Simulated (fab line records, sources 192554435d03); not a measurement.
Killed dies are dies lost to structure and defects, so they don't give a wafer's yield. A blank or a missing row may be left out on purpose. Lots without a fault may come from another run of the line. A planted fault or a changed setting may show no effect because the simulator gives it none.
Chamber matching | flow n5_finfet | N5_ZERO_LAYER_PECVD_02 on pecvd-02: 3 sister chambers
The step deposits SiO2 from SiH4/N2O, target thk 10 nm, time 6 s. 18 wafers are shown with their chamber, then 9 later ones without.

WAFERS WITH THEIR CHAMBER
wafer  | chamber | showerhead_plenum_p_Torr (Torr) | showerhead_vpp_V (V) | heater_power_w (W)
L076.1 | 2       | 8.27                            | 1090                 | 770
L076.3 | 1       | 8.27                            | 990                  | 750
L076.5 | 1       | 8.28                            | 1014                 | 773
L078.1 | 0       | 8.07                            | 972                  | 769
L078.4 | 2       | 8.27                            | 1095                 | 788
L078.5 | 1       | 8.30                            | 1025                 | 686
L080.1 | 2       | 8.26                            | 1083                 | 836
L080.2 | 1       | 8.26                            | 1016                 | 674
L080.5 | 2       | 8.26                            | 1097                 | 823
L081.1 | 0       | 8.07                            | 978                  | 698
L081.2 | 2       | 8.27                            | 1086                 | 814
L081.5 | 1       | 8.29                            | 997                  | 718
L082.2 | 0       | 8.06                            | 988                  | 778
L082.4 | 1       | 8.24                            | 1000                 | 700
L082.5 | 2       | 8.28                            | 1087                 | 809
L083.1 | 0       | 8.05                            | 969                  | 747
L083.2 | 2       | 8.26                            | 1110                 | 839
L083.5 | 1       | 8.28                            | 988                  | 756

SIGNATURES (means of the wafers above)
reading                  | chamber 0 | chamber 1 | chamber 2 | scatter within a chamber
showerhead_plenum_p_Torr | 8.0625    | 8.2743    | 8.2671    | 0.0141
showerhead_vpp_V         | 976.75    | 1004.29   | 1092.57   | 11.3
heater_power_w           | 748.00    | 722.43    | 811.29    | 32.9
Rule: a wafer's distance from a chamber is the root of the sum, over the readings, of the square of ((its reading less the chamber's mean) divided by the reading's scatter). The wafer belongs to the nearest chamber; if the next one is less than 2 further off, it can't be placed. The scatter: the root of (the sum of the squares of (reading less its chamber's mean) over the shown wafers, divided by (wafers less chambers)).

WAFERS WITHOUT THEIR CHAMBER
wafer  | showerhead_plenum_p_Torr (Torr) | showerhead_vpp_V (V) | heater_power_w (W)
L084.1 | 8.28                            | 1099                 | 818
L084.4 | 8.08                            | 971                  | 815
L084.5 | 8.28                            | 1013                 | 826
L088.1 | 8.28                            | 1004                 | 737
L088.2 | 8.08                            | 968                  | 720
L088.3 | 8.29                            | 1072                 | 830
L093.1 | 8.26                            | 1021                 | 688
L093.4 | 8.08                            | 987                  | 712
L093.6 | 8.26                            | 993                  | 701

WHICH CHAMBER EACH WENT THROUGH
wafer  | from the rows above | in truth
L084.1 | 2                   | 2
L084.4 | 0                   | 0
L084.5 | 1                   | 1
L088.1 | 1                   | 1
L088.2 | 0                   | 0
L088.3 | 2                   | 2
L093.1 | 1                   | 1
L093.4 | 0                   | 0
L093.6 | 1                   | 1
Placed correctly: 9 of 9. Can't be placed from these rows: 0. Placed wrongly: 0.
